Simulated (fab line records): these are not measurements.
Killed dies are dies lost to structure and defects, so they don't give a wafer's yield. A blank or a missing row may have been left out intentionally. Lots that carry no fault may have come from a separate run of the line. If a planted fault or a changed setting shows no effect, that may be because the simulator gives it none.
Which tool is to blame? -- flow n5Finfet -- 24 lots with 72 wafers sampled at 6 steps, on a route of 1938 steps

WHAT THE GAUGES SHOWED, per wafer
The record lacks any reading of a measuring or inspecting step that a usual standard deviation could be used to judge.

WHICH TOOL RAN EACH LOT (tool, then ch and the chambers of the sampled wafers, then the start)
lot,N5_BEOL_M5_STRIP_64,N5_BEOL_M5_ETCH_75,N5_BEOL_M5_DEGAS_44,N5_BEOL_M5_ALD_86,N5_BEOL_M5_ANNEAL_49,N5_BEOL_M5_ANNEAL_82
L074,"rieDiel-04 ch 0,2,3, day 8 01:20","rieDiel-05 ch 1,2,3, day 8 04:01","pvdSputter-01, day 8 05:08","aldMetal-04 ch 0,1,3, day 8 05:16","pvdSputter-01, day 8 06:13","pvdSputter-01, day 8 07:19"
L076,"rieDiel-05 ch 2,3, day 8 05:06","rieDiel-05 ch 1,2,3, day 8 05:50","pvdSputter-03, day 8 07:24","aldMetal-04 ch 0,1, day 8 07:30","pvdSputter-03, day 8 08:07","pvdSputter-03, day 8 09:13"
L075,"rieDiel-05 ch 0,2,3, day 8 08:15","rieDiel-05 ch 0,1, day 8 11:44","pvdSputter-02, day 8 12:44","aldMetal-01 ch 0,1,2, day 8 12:51","pvdSputter-01, day 8 13:32","pvdSputter-01, day 8 14:37"
L077,"rieDiel-02 ch 0,2,3, day 8 14:02","rieDiel-04 ch 0,2,3, day 8 14:52","pvdSputter-02, day 8 15:52","aldMetal-04 ch 0,1,3, day 8 15:58","pvdSputter-02, day 8 16:45","pvdSputter-02, day 8 17:50"
L078,"rieDiel-05 ch 0,2,3, day 8 16:22","rieDiel-02 ch 0,2, day 8 17:04","pvdSputter-01, day 8 18:16","aldMetal-01 ch 0,2,3, day 8 18:36","pvdSputter-01, day 8 19:38","pvdSputter-01, day 8 20:43"
L079,"rieDiel-04 ch 1,3, day 9 01:52","rieDiel-02 ch 1,2,3, day 9 02:41","pvdSputter-03, day 9 03:57","aldMetal-01 ch 1,2,3, day 9 04:04","pvdSputter-03, day 9 04:39","pvdSputter-03, day 9 05:44"
L080,"rieDiel-05 ch 0,1,3, day 9 14:52","rieDiel-04 ch 2,3, day 9 15:41","pvdSputter-03, day 9 16:53","aldMetal-04 ch 0,2,3, day 9 16:59","pvdSputter-01, day 9 17:38","pvdSputter-01, day 9 18:43"
L082,"rieDiel-04 ch 1,3, day 9 20:09","rieDiel-04 ch 1,2,3, day 9 21:48","pvdSputter-03, day 9 22:49","aldMetal-03 ch 1,2,3, day 9 22:56","pvdSputter-02, day 9 23:39","pvdSputter-02, day 10 00:44"
L081,"rieDiel-05 ch 0,2, day 9 20:19","rieDiel-04 ch 1,2, day 9 22:23","pvdSputter-03, day 9 23:19","aldMetal-04 ch 0,1,2, day 9 23:25","pvdSputter-03, day 10 00:34","pvdSputter-03, day 10 01:39"
L083,"rieDiel-04 ch 2,3, day 10 05:10","rieDiel-04 ch 0,3, day 10 06:38","pvdSputter-03, day 10 07:56","aldMetal-03 ch 0,3, day 10 08:16","pvdSputter-02, day 10 09:36","pvdSputter-02, day 10 10:41"
L084,"rieDiel-04 ch 0,3, day 10 14:13","rieDiel-02 ch 0,1,2, day 10 18:39","pvdSputter-01, day 10 19:44","aldMetal-01 ch 0,1,2, day 10 19:55","pvdSputter-03, day 10 21:19","pvdSputter-03, day 10 22:24"
L085,"rieDiel-02 ch 0,1,3, day 10 23:15","rieDiel-04 ch 0,2,3, day 11 01:50","pvdSputter-01, day 11 02:53","aldMetal-01 ch 0,1, day 11 03:04","pvdSputter-02, day 11 03:47","pvdSputter-02, day 11 04:52"
L086,"rieDiel-05 ch 1,3, day 11 03:08","rieDiel-05 ch 2,3, day 11 05:14","pvdSputter-03, day 11 06:14","aldMetal-04 ch 0,2,3, day 11 06:22","pvdSputter-03, day 11 06:57","pvdSputter-03, day 11 08:02"
L087,"rieDiel-04 ch 0,3, day 11 06:44","rieDiel-02 ch 1,2, day 11 07:26","pvdSputter-02, day 11 08:23","aldMetal-04 ch 2,3, day 11 08:30","pvdSputter-02, day 11 11:01","pvdSputter-02, day 11 12:06"
L088,"rieDiel-05 ch 0,2, day 11 07:52","rieDiel-02 ch 1,3, day 11 11:15","pvdSputter-03, day 11 12:30","aldMetal-04 ch 0,3, day 11 12:46","pvdSputter-03, day 11 13:24","pvdSputter-03, day 11 14:29"
L089,"rieDiel-02 ch 0,2,3, day 11 17:50","rieDiel-02 ch 1,2,3, day 11 19:52","pvdSputter-01, day 11 21:08","aldMetal-01 ch 0,1,2, day 11 21:17","pvdSputter-01, day 11 22:19","pvdSputter-01, day 11 23:23"
L090,"rieDiel-04 ch 0,1, day 12 02:38","rieDiel-04 ch 0,1,3, day 12 04:51","pvdSputter-01, day 12 05:47","aldMetal-03 ch 1,3, day 12 05:53","pvdSputter-01, day 12 06:32","pvdSputter-01, day 12 07:37"
L091,"rieDiel-05 ch 0,1,3, day 12 12:50","rieDiel-05 ch 0,2,3, day 12 14:59","pvdSputter-02, day 12 15:53","aldMetal-04 ch 1,2,3, day 12 16:13","pvdSputter-02, day 12 16:49","pvdSputter-02, day 12 17:55"
L092,"rieDiel-02 ch 0,2,3, day 12 15:49","rieDiel-04 ch 0,3, day 12 16:48","pvdSputter-01, day 12 17:42","aldMetal-01 ch 0,1,3, day 12 17:48","pvdSputter-03, day 12 19:10","pvdSputter-03, day 12 20:16"
L093,"rieDiel-05 ch 0,2,3, day 13 04:35","rieDiel-05 ch 0,2,3, day 13 05:21","pvdSputter-01, day 13 07:34","aldMetal-03 ch 2,3, day 13 07:41","pvdSputter-03, day 13 08:30","pvdSputter-03, day 13 09:35"
L095,"rieDiel-04 ch 0,1,2, day 13 11:11","rieDiel-02 ch 0,1,3, day 13 14:15","pvdSputter-02, day 13 15:31","aldMetal-04 ch 1,2,3, day 13 15:37","pvdSputter-03, day 13 16:14","pvdSputter-03, day 13 17:20"
L096,"rieDiel-02 ch 0,1,2, day 13 13:11","rieDiel-04 ch 0,1,3, day 13 14:19","pvdSputter-01, day 13 15:25","aldMetal-01 ch 0,2,3, day 13 15:31","pvdSputter-01, day 13 16:07","pvdSputter-01, day 13 17:11"
L094,"rieDiel-05 ch 2,3, day 13 16:02","rieDiel-05 ch 1,3, day 13 19:18","pvdSputter-03, day 13 20:35","aldMetal-04 ch 0,2,3, day 13 20:41","pvdSputter-02, day 13 21:19","pvdSputter-02, day 13 22:30"
L097,"rieDiel-05 ch 2,3, day 14 03:42","rieDiel-04 ch 0,3, day 14 06:18","pvdSputter-02, day 14 07:18","aldMetal-04 ch 0,1,3, day 14 07:24","pvdSputter-03, day 14 08:17","pvdSputter-03, day 14 09:22"
- N5_BEOL_M5_STRIP_64: strips in CF4.
- N5_BEOL_M5_ETCH_75: etches underlayer in N2/H2, target depth 6.5 nm, time 5.2 s.
- N5_BEOL_M5_DEGAS_44: time 60 s.
- N5_BEOL_M5_ALD_86: deposits TaN, pulse time 2 s, purge time 3 s, co reactant purge time 2 s.
- N5_BEOL_M5_ANNEAL_49: time 1800 s.
- N5_BEOL_M5_ANNEAL_82: time 1800 s.

WHAT THE TOOLS THEMSELVES READ (means of the sampled wafers that have a number; where no wafer has one, the mark that the record gives instead)
N5_BEOL_M5_STRIP_64. Usual: biasPowerW is 74.98 W with standard deviation 0.22, chamberPressureMTorr is 50.00 mTorr with standard deviation 0.044, drypumpMotorCurrentA is 5.8 A with standard deviation 0.5, oesProductAu is 0.80 a.u. with standard deviation 0.093, rfVppV is 271.3 V with standard deviation 1.5, showerheadPlenumPTorr is 1.81 Torr with standard deviation 0.06, and throttleValvePct is 13.53 % with standard deviation 0.21.
lot,tool,biasPowerW (W),chamberPressureMTorr (mTorr),drypumpMotorCurrentA (A),oesProductAu (a.u.),rfVppV (V),showerheadPlenumPTorr (Torr),throttleValvePct (%),flag
L074,rieDiel-04,75.06,50.02,5.5,0.76,272.3,1.86,13.60,
L076,rieDiel-05,74.99,49.97,6.4,0.83,270.5,1.75,13.48,
L075,rieDiel-05,75.06,50.02,6.1,0.80,270.8,1.79,13.52,
L077,rieDiel-02,74.98,50.02,6.0,0.76,271.0,1.77,13.78,
L078,rieDiel-05,75.02,50.02,6.1,0.79,270.9,1.79,13.53,
L079,rieDiel-04,75.16,49.99,5.4,0.76,273.2,1.86,13.46,
L080,rieDiel-05,74.97,50.00,5.8,0.75,271.0,1.77,13.54,
L082,rieDiel-04,74.95,49.97,5.4,0.83,273.4,1.89,13.29,
L081,rieDiel-05,75.02,50.01,5.8,0.76,271.2,1.82,13.58,
L083,rieDiel-04,74.81,50.01,5.6,0.75,273.5,1.86,13.50,
L084,rieDiel-04,74.88,50.03,5.4,0.93,272.0,1.86,13.40,
L085,rieDiel-02,75.09,49.99,5.9,0.86,270.9,1.82,13.46,
L086,rieDiel-05,75.26,49.99,5.8,0.76,270.0,1.73,13.53,
L087,rieDiel-04,75.09,50.00,5.4,0.91,271.4,1.85,13.43,
L088,rieDiel-05,75.00,49.98,5.8,0.74,271.2,1.82,13.62,
L089,rieDiel-02,74.94,49.98,6.1,0.83,272.3,1.84,13.62,
L090,rieDiel-04,74.92,49.98,5.3,0.92,271.9,1.84,13.26,
L091,rieDiel-05,75.05,49.99,5.8,0.73,270.1,1.77,13.58,
L092,rieDiel-02,74.90,49.96,6.1,0.81,271.5,1.83,13.64,
L093,rieDiel-05,74.91,49.99,6.1,0.77,270.7,1.78,13.61,
L095,rieDiel-04,74.78,49.95,5.5,0.92,271.7,1.83,13.27,
L096,rieDiel-02,75.10,50.04,6.0,0.85,271.8,1.82,13.55,
L094,rieDiel-05,74.84,50.01,6.5,0.82,269.6,1.75,13.58,
L097,rieDiel-05,74.93,50.04,6.4,0.81,270.2,1.75,13.57,

N5_BEOL_M5_ETCH_75. Usual: chamberPressureMTorr is 29.99 mTorr with standard deviation 0.044, drypumpMotorCurrentA is 5.8 A with standard deviation 0.52, etchRfOnTimeS is 5.23 s with standard deviation 0.14, oesProductAu is 0.69 a.u. with standard deviation 0.082, rfVppV is 524.7 V with standard deviation 2.7, showerheadPlenumPTorr is 2.57 Torr with standard deviation 0.083, and throttleValvePct is 17.80 % with standard deviation 0.26.
lot,tool,chamberPressureMTorr (mTorr),drypumpMotorCurrentA (A),etchRfOnTimeS (s),oesProductAu (a.u.),rfVppV (V),showerheadPlenumPTorr (Torr),throttleValvePct (%),flag
L074,rieDiel-05,29.99,6.2,5.31,0.70,522.6,2.46,17.74,
L076,rieDiel-05,29.96,6.1,5.21,0.71,521.7,2.46,17.76,
L075,rieDiel-05,29.97,5.5,5.13,0.62,525.3,2.57,17.90,
L077,rieDiel-04,29.96,5.5,5.18,0.66,526.1,2.64,17.81,
L078,rieDiel-02,30.00,6.1,5.18,0.67,522.2,2.51,18.05,
L079,rieDiel-02,30.02,6.5,5.37,0.71,523.2,2.54,17.97,
L080,rieDiel-04,29.98,5.6,5.12,0.66,527.2,2.63,17.64,
L082,rieDiel-04,30.00,5.5,5.23,0.65,527.3,2.63,17.70,
L081,rieDiel-04,29.99,5.6,5.20,0.59,525.0,2.60,17.89,
L083,rieDiel-04,29.99,5.4,5.20,0.81,525.7,2.63,17.74,
L084,rieDiel-02,30.00,6.0,5.20,0.77,525.6,2.58,17.84,
L085,rieDiel-04,30.00,5.5,5.26,0.71,525.3,2.63,17.71,
L086,rieDiel-05,29.96,6.4,5.30,0.69,521.7,2.46,17.82,
L087,rieDiel-02,30.01,6.4,5.38,0.72,523.8,2.51,17.98,
L088,rieDiel-02,29.99,6.4,5.36,0.66,524.5,2.52,17.94,
L089,rieDiel-02,30.02,6.5,5.38,0.68,523.8,2.53,18.00,
L090,rieDiel-04,29.94,5.4,5.25,0.77,527.3,2.63,17.64,
L091,rieDiel-05,30.04,6.1,5.22,0.66,522.8,2.51,17.89,
L092,rieDiel-04,30.01,5.4,5.29,0.75,527.2,2.62,17.79,
L093,rieDiel-05,29.98,6.1,5.25,0.65,522.9,2.51,17.88,
L095,rieDiel-02,29.97,5.9,5.25,0.72,525.1,2.57,17.83,
L096,rieDiel-04,30.00,5.4,5.22,0.75,525.7,2.62,17.64,
L094,rieDiel-05,29.98,5.8,5.26,0.63,521.0,2.43,17.83,
L097,rieDiel-04,29.98,5.4,5.21,0.75,526.1,2.62,17.80,

N5_BEOL_M5_DEGAS_44. Usual: heaterPowerW reads 334 W (standard deviation 28).
lot,tool,heaterPowerW (W),flag
L074,pvdSputter-01,322,
L076,pvdSputter-03,322,
L075,pvdSputter-02,345,
L077,pvdSputter-02,347,
L078,pvdSputter-01,332,
L079,pvdSputter-03,334,
L080,pvdSputter-03,331,
L082,pvdSputter-03,337,
L081,pvdSputter-03,341,
L083,pvdSputter-03,322,
L084,pvdSputter-01,328,
L085,pvdSputter-01,324,
L086,pvdSputter-03,341,
L087,pvdSputter-02,347,
L088,pvdSputter-03,317,
L089,pvdSputter-01,317,
L090,pvdSputter-01,348,
L091,pvdSputter-02,322,
L092,pvdSputter-01,382,
L093,pvdSputter-01,322,
L095,pvdSputter-02,322,
L096,pvdSputter-01,318,
L094,pvdSputter-03,341,
L097,pvdSputter-02,348,

N5_BEOL_M5_ALD_86. Usual: chamberPressureTorr 3.001 Torr, standard deviation 0.0063; heaterPowerW 402 W, standard deviation 33.
lot,tool,chamberPressureTorr (Torr),heaterPowerW (W),flag
L074,aldMetal-04,2.997,398,
L076,aldMetal-04,2.997,401,
L075,aldMetal-01,2.999,398,
L077,aldMetal-04,3.003,391,
L078,aldMetal-01,3.004,407,
L079,aldMetal-01,3.001,429,
L080,aldMetal-04,2.995,389,
L082,aldMetal-03,3.004,407,
L081,aldMetal-04,2.997,390,
L083,aldMetal-03,3.002,412,
L084,aldMetal-01,3.001,400,
L085,aldMetal-01,3.003,410,
L086,aldMetal-04,3.003,389,
L087,aldMetal-04,3.006,400,
L088,aldMetal-04,3.000,381,
L089,aldMetal-01,2.999,399,
L090,aldMetal-03,3.008,453,
L091,aldMetal-04,2.999,400,
L092,aldMetal-01,3.001,417,
L093,aldMetal-03,2.993,363,
L095,aldMetal-04,3.003,400,
L096,aldMetal-01,3.003,406,
L094,aldMetal-04,3.000,386,
L097,aldMetal-04,3.000,401,

N5_BEOL_M5_ANNEAL_49. Usual: heaterPowerW reads 832 W (standard deviation 67).
lot,tool,heaterPowerW (W),flag
L074,pvdSputter-01,798,
L076,pvdSputter-03,831,
L075,pvdSputter-01,866,
L077,pvdSputter-02,903,
L078,pvdSputter-01,839,
L079,pvdSputter-03,818,
L080,pvdSputter-01,864,
L082,pvdSputter-02,848,
L081,pvdSputter-03,788,
L083,pvdSputter-02,881,
L084,pvdSputter-03,824,
L085,pvdSputter-02,848,
L086,pvdSputter-03,801,
L087,pvdSputter-02,863,
L088,pvdSputter-03,795,
L089,pvdSputter-01,879,
L090,pvdSputter-01,929,
L091,pvdSputter-02,861,
L092,pvdSputter-03,812,
L093,pvdSputter-03,834,
L095,pvdSputter-03,815,
L096,pvdSputter-01,871,
L094,pvdSputter-02,801,
L097,pvdSputter-03,791,

N5_BEOL_M5_ANNEAL_82. Usual: heaterPowerW reads 831 W (standard deviation 65).
lot,tool,heaterPowerW (W),flag
L074,pvdSputter-01,801,
L076,pvdSputter-03,828,
L075,pvdSputter-01,874,
L077,pvdSputter-02,890,
L078,pvdSputter-01,841,
L079,pvdSputter-03,827,
L080,pvdSputter-01,870,
L082,pvdSputter-02,852,
L081,pvdSputter-03,798,
L083,pvdSputter-02,886,
L084,pvdSputter-03,819,
L085,pvdSputter-02,845,
L086,pvdSputter-03,805,
L087,pvdSputter-02,868,
L088,pvdSputter-03,805,
L089,pvdSputter-01,864,
L090,pvdSputter-01,912,
L091,pvdSputter-02,869,
L092,pvdSputter-03,818,
L093,pvdSputter-03,827,
L095,pvdSputter-03,821,
L096,pvdSputter-01,858,
L094,pvdSputter-02,792,
L097,pvdSputter-03,784,

THE ANSWER, worked out from the rows above alone
Rule: take the mean of a lot's wafers that have a number; if it is more than 3 standard deviations from the usual mean, the lot is off. A lot without any number at a reading at which 4 lots or more have one is off too. All remaining lots with rows at the step are treated as sound. After the gauges, taken in route order, come the tools' own readings; for these a lot's mean is taken, as printed above. At the first step where some lot is off, the reading lying furthest off is the one used; lots without a number count as furthest.
Nothing can be told from this: no lot is off at any reading shown.

WHAT WAS PUT IN BY THE SIMULATOR
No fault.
